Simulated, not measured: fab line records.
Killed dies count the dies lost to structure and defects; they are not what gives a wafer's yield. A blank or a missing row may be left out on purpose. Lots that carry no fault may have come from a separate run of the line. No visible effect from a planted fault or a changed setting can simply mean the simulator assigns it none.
Matching of chambers || flow nandHarc || 4 sister chambers for NHARC_A_STAIRCASE_DESCUM_312 on rieDiel-13
The step chemistry O2, time 3 s. 14 wafers are shown with their chamber, then 7 later ones without.

== EACH WAFER AND ITS CHAMBER ==
{"wafer": "L074.1", "chamber": 1, "showerheadPlenumPTorr (Torr)": 1.93, "oesProductAu (a.u.)": 1.005, "rfVppV (V)": 58.5}
{"wafer": "L074.3", "chamber": 2, "showerheadPlenumPTorr (Torr)": 1.84, "oesProductAu (a.u.)": 1.001, "rfVppV (V)": 58.5}
{"wafer": "L074.4", "chamber": 0, "showerheadPlenumPTorr (Torr)": 1.83, "oesProductAu (a.u.)": 1.020, "rfVppV (V)": 56.6}
{"wafer": "L074.2", "chamber": 3, "showerheadPlenumPTorr (Torr)": 1.95, "oesProductAu (a.u.)": 1.008, "rfVppV (V)": 58.4}
{"wafer": "L074.5", "chamber": 3, "showerheadPlenumPTorr (Torr)": 1.95, "oesProductAu (a.u.)": 1.003, "rfVppV (V)": 59.3}
{"wafer": "L074.6", "chamber": 2, "showerheadPlenumPTorr (Torr)": 1.84, "oesProductAu (a.u.)": 0.998, "rfVppV (V)": 57.3}
{"wafer": "L080.1", "chamber": 2, "showerheadPlenumPTorr (Torr)": 1.84, "oesProductAu (a.u.)": 0.988, "rfVppV (V)": 57.5}
{"wafer": "L080.4", "chamber": 3, "showerheadPlenumPTorr (Torr)": 1.94, "oesProductAu (a.u.)": 0.991, "rfVppV (V)": 58.6}
{"wafer": "L080.5", "chamber": 1, "showerheadPlenumPTorr (Torr)": 1.92, "oesProductAu (a.u.)": 1.002, "rfVppV (V)": 58.4}
{"wafer": "L082.1", "chamber": 3, "showerheadPlenumPTorr (Torr)": 1.94, "oesProductAu (a.u.)": 1.012, "rfVppV (V)": 57.9}
{"wafer": "L082.2", "chamber": 2, "showerheadPlenumPTorr (Torr)": 1.84, "oesProductAu (a.u.)": 0.993, "rfVppV (V)": 57.4}
{"wafer": "L082.4", "chamber": 1, "showerheadPlenumPTorr (Torr)": 1.92, "oesProductAu (a.u.)": 1.016, "rfVppV (V)": 58.0}
{"wafer": "L088.2", "chamber": 1, "showerheadPlenumPTorr (Torr)": 1.92, "oesProductAu (a.u.)": 1.003, "rfVppV (V)": 56.3}
{"wafer": "L088.3", "chamber": 2, "showerheadPlenumPTorr (Torr)": 1.83, "oesProductAu (a.u.)": 0.983, "rfVppV (V)": 59.0}

SIGNATURES (means of the wafers above)
{"reading": "showerheadPlenumPTorr", "chamber 0": 1.8300, "chamber 1": 1.9225, "chamber 2": 1.8380, "chamber 3": 1.9450, "scatter within a chamber": 0.00505}
{"reading": "oesProductAu", "chamber 0": 1.02000, "chamber 1": 1.00650, "chamber 2": 0.99260, "chamber 3": 1.00350, "scatter within a chamber": 0.00766}
{"reading": "rfVppV", "chamber 0": 56.600, "chamber 1": 57.800, "chamber 2": 57.940, "chamber 3": 58.550, "scatter within a chamber": 0.805}
Rule: a wafer's distance from a chamber is the root of the sum, over the readings, of the square of ((its reading less the chamber's mean) divided by the reading's scatter). The wafer belongs to the nearest chamber; if the next one is less than 2 further off, it can't be placed. The scatter is the square root of a quotient: the sum, over the shown wafers, of each reading's squared deviation from its chamber's mean, divided by wafers minus chambers.

== WAFERS MISSING THEIR CHAMBER ==
{"wafer": "L088.4", "showerheadPlenumPTorr (Torr)": 1.94, "oesProductAu (a.u.)": 0.997, "rfVppV (V)": 58.4}
{"wafer": "L087.2", "showerheadPlenumPTorr (Torr)": 1.83, "oesProductAu (a.u.)": 0.994, "rfVppV (V)": 56.2}
{"wafer": "L087.3", "showerheadPlenumPTorr (Torr)": 1.82, "oesProductAu (a.u.)": 0.998, "rfVppV (V)": 56.9}
{"wafer": "L087.5", "showerheadPlenumPTorr (Torr)": 1.92, "oesProductAu (a.u.)": 1.000, "rfVppV (V)": 56.6}
{"wafer": "L085.3", "showerheadPlenumPTorr (Torr)": 1.82, "oesProductAu (a.u.)": 0.997, "rfVppV (V)": 56.2}
{"wafer": "L085.4", "showerheadPlenumPTorr (Torr)": 1.83, "oesProductAu (a.u.)": 0.981, "rfVppV (V)": 56.3}
{"wafer": "L085.5", "showerheadPlenumPTorr (Torr)": 1.82, "oesProductAu (a.u.)": 0.992, "rfVppV (V)": 57.6}

== EACH ONE'S CHAMBER ==
{"wafer": "L088.4", "from the rows above": 3, "in truth": 3}
{"wafer": "L087.2", "from the rows above": "can't be placed: 2 or 0", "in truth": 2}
{"wafer": "L087.3", "from the rows above": "can't be placed: 0 or 2", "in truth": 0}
{"wafer": "L087.5", "from the rows above": 1, "in truth": 1}
{"wafer": "L085.3", "from the rows above": "can't be placed: 0 or 2", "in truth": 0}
{"wafer": "L085.4", "from the rows above": 2, "in truth": 2}
{"wafer": "L085.5", "from the rows above": "can't be placed: 2 or 0", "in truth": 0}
Correctly placed: 3 of 7. From these rows, 4 cannot be placed; in 4 the true chamber is one of the candidates. 0 placed wrongly.
